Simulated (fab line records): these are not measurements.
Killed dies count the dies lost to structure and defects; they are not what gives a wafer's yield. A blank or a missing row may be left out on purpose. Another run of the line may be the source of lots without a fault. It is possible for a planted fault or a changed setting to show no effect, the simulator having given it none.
Chamber matching    flow n5-finfet    N5_MOL_CONTACT_COAG_ETCHBACK_132 on rie-diel-04: 4 sister chambers
The step etches SiO2 in CHF3, target depth 10 nm, time 6.7 s. 14 wafers are shown with their chamber, then 7 later ones without.

WAFERS WITH THEIR CHAMBER
wafer   chamber  showerhead-plenum-p-Torr (Torr)  throttle-valve-pct (%)  drypump-motor-current-A (A)
L074.2  1        2.34                             18.95                   6.0
L074.5  1        2.34                             18.96                   6.0
L074.6  2        2.33                             18.68                   5.9
L077.1  0        2.36                             18.89                   6.5
L077.3  3        2.52                             18.54                   6.0
L077.5  3        2.52                             18.54                   6.0
L078.1  2        2.32                             18.70                   5.8
L078.3  0        2.36                             18.90                   6.5
L078.6  3        2.52                             18.55                   6.0
L080.1  1        2.34                             18.95                   5.9
L080.3  2        2.32                             18.72                   5.9
L080.6  2        2.32                             18.71                   5.8
L085.2  3        2.51                             18.58                   6.0
L085.4  0        2.35                             18.91                   6.5

SIGNATURES, as means of the wafers listed above
reading                   chamber 0  chamber 1  chamber 2  chamber 3  scatter within a chamber
showerhead-plenum-p-Torr  2.3567     2.3400     2.3225     2.5175     0.00465
throttle-valve-pct        18.9000    18.9533    18.7025    18.5525    0.0149
drypump-motor-current-A   6.500      5.967      5.850      6.000      0.0408
Rule: distance of a wafer from a chamber = root of the sum over the readings of ((wafer's reading minus chamber's mean) / reading's scatter) squared. If the next closest chamber is less than 2 further off than the closest, the wafer can't be placed; otherwise it belongs to the closest. The scatter is the square root of a quotient: the sum, over the shown wafers, of each reading's squared deviation from its chamber's mean, divided by wafers minus chambers.

WAFERS WITHOUT THEIR CHAMBER
wafer   showerhead-plenum-p-Torr (Torr)  throttle-valve-pct (%)  drypump-motor-current-A (A)
L085.6  2.51                             18.58                   6.0
L089.2  2.33                             18.58                   5.9
L089.3  2.51                             18.58                   6.0
L089.6  2.31                             18.75                   5.8
L090.1  2.51                             18.59                   6.0
L090.3  2.33                             18.61                   5.9
L090.6  2.51                             18.60                   6.0

WHICH CHAMBER EACH WENT THROUGH
wafer    from the rows above   in truth
L085.6   3                     3
L089.2   2                     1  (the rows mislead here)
L089.3   3                     3
L089.6   2                     2
L090.1   3                     3
L090.3   2                     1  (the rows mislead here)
L090.6   3                     3
Placed correctly: 5 of 7. Number that these rows cannot place: 0. Wrongly placed: 2.
